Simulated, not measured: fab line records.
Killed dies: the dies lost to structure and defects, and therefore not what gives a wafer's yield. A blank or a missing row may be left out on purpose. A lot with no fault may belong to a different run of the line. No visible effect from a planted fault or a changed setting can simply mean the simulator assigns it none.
Struck lot and sound lot, side by side / flow nand harc / 15 steps out of a route of 1302
Sound: wafers L668.4, L668.5, L668.6. The struck wafers were L677.1, L677.2, L677.4. At the end, the cause is stated.
At each step with rows: each side's tool, then ch and its chambers, then its first start. Under that, the readings that differ: sound wafers / struck wafers / difference of the means / sigmas: that difference in standard deviations of wafers without a fault.
alike: same words and numbers on both sides, and readings whose means sit less than 2 such deviations apart. not compared: any withheld reading, any reading some wafer has no value for, any bound like >300 that may hide the same value, and any number with overlapping values for which the record gives no deviation.
Wherever a step has rows on one side only, a row that says differs or no value, or a row with sigmas, the two part there. Numbers that don't overlap but have no deviation are shown without sigmas and don't part them. Lack of a reading on every wafer of one side parts them only where that side has two or more wafers.

first, 2 steps without rows for these wafers: NHARC_A_SLIT_PEB_07 (peb time 65 s); NHARC_A_SLIT_DEVELOP_08 (develop time 35 s).
NHARC_A_SLIT_CD_MEAS_09: target cd 300 nm.
  sound on cd sem-03 ch 0, day 23 20:44; struck on cd sem-01 ch 0, day 27 05:34
  alike: cd nm
NHARC_A_SLIT_OVL_MEAS_10:
  struck on overlay-01, day 27 05:39; sound on overlay-02, day 23 20:49
  alike: overlay x nm, overlay y nm
NHARC_A_SLIT_INSPECT_11:
  struck on defect inspect-01, day 27 05:41; sound on defect inspect-01, day 23 20:51
  alike: raw defect count
NHARC_A_SLIT_DESCUM_14: chemistry O2, time 3 s.
  sound on rie diel-10 ch 1,2,3, day 23 20:56; struck on rie diel-04 ch 0,1,3, day 27 05:45
  alike: drypump motor current A, oes product au, rf vpp V, showerhead plenum p Torr, throttle valve pct
  not compared: rf hours counter h
NHARC_A_SLIT_ETCH_24: etches the open film in CF4/CHF3, target depth 121 nm, time 60.5 s.
  sound on rie diel-10 ch 0,2,3, day 23 21:01; struck on rie diel-04 ch 0,2,3, day 27 05:50
  alike: cf4 flow sccm, chf3 flow sccm, drypump motor current A, oes product au, rf vpp V, showerhead plenum p Torr, throttle valve pct
  not compared: rf hours counter h
NHARC_A_SLIT_ETCH_15: etches the open film in O2/COS, target depth 6200 nm, time 1612 s.
  sound on rie diel-10 ch 1,2; struck on rie diel-04 ch 1,2,3
  alike: drypump motor current A, oes product au, rf vpp V, showerhead plenum p Torr, throttle valve pct
  not compared: rf hours counter h
then, 1 step without rows for these wafers: NHARC_A_SLIT_ETCH_17 (etches the open film in C4F8/O2/Ar, time 4254.5 s, target depth 20300 nm).
NHARC_A_SLIT_ETCH_26: etches the open film in C4F8/O2/Ar, time 90 s, target depth 400 nm.
  sound on har etch-02 ch 0,1, day 24 01:50; struck on har etch-01 ch 0,1, day 27 12:39
  alike: drypump motor current A, showerhead plenum p Torr, throttle valve pct
  not compared: rf hours counter h
then, 1 step without rows for these wafers: NHARC_A_SLIT_STRIP_28 (strips in O2/COS).
NHARC_A_SLIT_ETCH_29: etches the open film in CF4/O2, target depth 100 nm, overetch 10 nm, time 55 s.
  sound on rie diel-10 ch 0,1,3, day 24 02:40; struck on rie diel-10 ch 0,2,3, day 27 13:32
  alike: cf4 flow sccm, drypump motor current A, oes product au, rf vpp V, showerhead plenum p Torr, throttle valve pct
  not compared: rf hours counter h
NHARC_A_SLIT_STRIP_18: strips in O2.
  sound on rie diel-10 ch 0,1, day 24 02:46; struck on rie diel-10 ch 0,2,3, day 27 13:37
  no value came back on the struck wafers for any of 7 readings (bias w (W), chamber pressure mTorr (mTorr) and others); on the sound wafers bias w (W) reads 0 0 0
  not compared: rf hours counter h
then, 1 step without rows for these wafers: NHARC_A_SLIT_PRECLEAN_19 (cleans in SC1).
-- break in the record here, with 4 days between the starts of the struck wafers on either side (left off in module A_SLIT, picked up again in module END, where the first step shown is number 1302 on the route) --
NHARC_END_SORT_01:
  at this point the record logs the struck wafers (prober-02 ch 0, day 31 23:58) and has no rows for the sound ones

## WHERE THEY PART
At NHARC_A_SLIT_STRIP_18 first; at NHARC_END_SORT_01 last (within this record only).

WHY: what the simulator had put in
Whole step skipped at NHARC_A_SLIT_STRIP_18 on rie diel-10, starting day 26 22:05. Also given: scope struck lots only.
